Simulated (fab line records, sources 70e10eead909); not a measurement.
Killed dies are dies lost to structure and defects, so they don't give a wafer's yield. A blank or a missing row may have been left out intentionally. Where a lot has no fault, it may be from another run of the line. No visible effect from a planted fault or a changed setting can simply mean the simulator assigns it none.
Comparing a struck lot with a sound one	flow nand-harc	24 steps out of a route of 1159
Sound: these wafers, L895.1, L895.2, L895.6. The struck wafers were L905.1, L905.2. The cause comes at the end.
Each step with rows lists, per side, the tool, then ch with its chambers, then its first start. Under that, the readings that differ: sound wafers	struck wafers	difference of the means	sigmas: that difference in standard deviations of wafers without a fault.
alike: same words and numbers on both sides, and readings whose means sit less than 2 such deviations apart. not compared: any withheld reading, any reading some wafer has no value for, any bound like >300 that may hide the same value, and any number with overlapping values for which the record gives no deviation.
Wherever a step has rows on one side only, a row that says differs or no value, or a row with sigmas, the two part there. When numbers do not overlap yet have no deviation, they are printed without sigmas and do not part them. Lack of a reading on every wafer of one side parts them only where that side has two or more wafers.

first, 4 steps without rows for these wafers: NHARC_P_GATE_PRECLEAN_71 (cleans in SC1); NHARC_P_GATE_SRD_72; NHARC_P_GATE_OXIDE_16 (material SiO2, target thk 3 nm, ox time 392 s); NHARC_P_GATE_CVD_17 (deposits poly-Si, target thk 150 nm, time 900 s).
NHARC_P_GATE_HM_DEP_102: deposits aC, target thk 120 nm.
  sound on acl-dep-02 ch 0, day 5 13:41; struck on acl-dep-01 ch 0, day 8 08:19
  alike: throttle-valve-pct
NHARC_P_GATE_DEP_103: deposits SiON, target thk 30 nm.
  sound on pecvd-02 ch 0,1,2, day 5 14:22; struck on pecvd-03 ch 0,2, day 8 09:22
  alike: heater-power-w
then, 6 steps without rows for these wafers: NHARC_P_GATE_DEHYDRATE_18 (time 120 s); NHARC_P_GATE_HMDS_19 (time 30 s); NHARC_P_GATE_COAT_20 (resist thk 90 nm); NHARC_P_GATE_SOFTBAKE_21 (time 55 s); NHARC_P_GATE_EBR_22; NHARC_P_GATE_EXPOSE_23 (exposes mask P GATE, target cd 120 nm).
NHARC_P_GATE_PEB_24: peb time 65 s.
  sound on litho-track-04 ch 0, day 5 14:56; struck on litho-track-06 ch 0, day 8 09:58
  alike: exhaust-pa
then, 1 step without rows for these wafers: NHARC_P_GATE_DEVELOP_25 (develop time 35 s).
NHARC_P_GATE_CD_MEAS_26: the cd target is 120 nm.
  sound on cd-sem-03 ch 0, day 5 15:01; struck on cd-sem-03 ch 0, day 8 10:02
reading	sound	struck	difference	sigmas
cd-nm (nm)	120.1 119.9 120.0	117.3 117.0	-2.8	-6
NHARC_P_GATE_OVL_MEAS_27:
  struck on overlay-01, day 8 10:08; sound on overlay-02, day 5 15:06
reading	sound	struck	difference	sigmas
overlay-y-nm (nm)	0.9 0.8 0.7	-1.8 -1.9	-2.7	-3
  alike: overlay-x-nm
NHARC_P_GATE_INSPECT_28:
  struck on defect-inspect-01, day 8 10:10; sound on defect-inspect-02, day 5 15:08
  alike: raw-defect-count
NHARC_P_GATE_DESCUM_31: chemistry O2, time 3 s.
  sound on rie-diel-04 ch 0,2,3, day 5 15:12; struck on rie-diel-07 ch 0,2, day 8 10:14
reading	sound	struck	difference	sigmas
model.P_GATE.cd-nm (nm)	119.7 119.5 119.6	117.9 116.4	-2.4	
  alike: drypump-motor-current-A, oes-product-au, rf-vpp-V, showerhead-plenum-p-Torr, throttle-valve-pct
  not compared: rf-hours-counter-h
NHARC_P_GATE_ETCH_104: etches the open film in CF4/CHF3, target depth 60 nm.
  sound on rie-diel-04 ch 2,3, day 5 15:25; struck on rie-diel-07 ch 0,2, day 8 10:20
reading	sound	struck	difference	sigmas
drypump-motor-current-A (A)	5.4 6.7 6.7	5.0 5.3	-1.1	-2
  alike: oes-product-au, rf-vpp-V, showerhead-plenum-p-Torr, throttle-valve-pct
then, 2 steps without rows for these wafers: NHARC_P_GATE_HM_OPEN_105 (chemistry O2/COS, target depth 360 nm); NHARC_P_GATE_STRIP_106 (strips in O2/COS).
NHARC_P_GATE_ETCH_114: etches the open film in CF4/O2, target depth 30 nm, overetch 3 nm, time 16.5 s.
  sound on rie-diel-04 ch 0,1,3; struck on rie-diel-07 ch 1,2
  alike: drypump-motor-current-A, oes-product-au, rf-vpp-V, showerhead-plenum-p-Torr, throttle-valve-pct
  not compared: rf-hours-counter-h
NHARC_P_GATE_ETCH_32: etches the open film in HBr/Cl2, target depth 150 nm, time 100.1 s.
  sound on rie-si-03 ch 0,1, day 5 15:49; struck on rie-si-01 ch 2,3, day 8 10:46
reading	sound	struck	difference	sigmas
model.P_GATE.cd-nm (nm)	124.5 120 121.5	118.2 116.1	-4.8	
  alike: drypump-motor-current-A, oes-product-au, throttle-valve-pct
  not compared: rf-hours-counter-h
NHARC_P_GATE_STRIP_108: strips in O2.
  sound on rie-diel-08 ch 0,2,3, day 5 15:59; struck on rie-diel-04 ch 1,2, day 8 10:57
  alike: drypump-motor-current-A, oes-product-au, rf-vpp-V, showerhead-plenum-p-Torr, throttle-valve-pct
  not compared: rf-hours-counter-h

## WHERE THEY PART
Last at NHARC_P_GATE_ETCH_104 as far as this record goes, first at NHARC_P_GATE_CD_MEAS_26. Later steps at which nothing parts them and some readings are alike: NHARC_P_GATE_ETCH_114, NHARC_P_GATE_ETCH_32, NHARC_P_GATE_STRIP_108.

WHY: whatever the simulator had introduced
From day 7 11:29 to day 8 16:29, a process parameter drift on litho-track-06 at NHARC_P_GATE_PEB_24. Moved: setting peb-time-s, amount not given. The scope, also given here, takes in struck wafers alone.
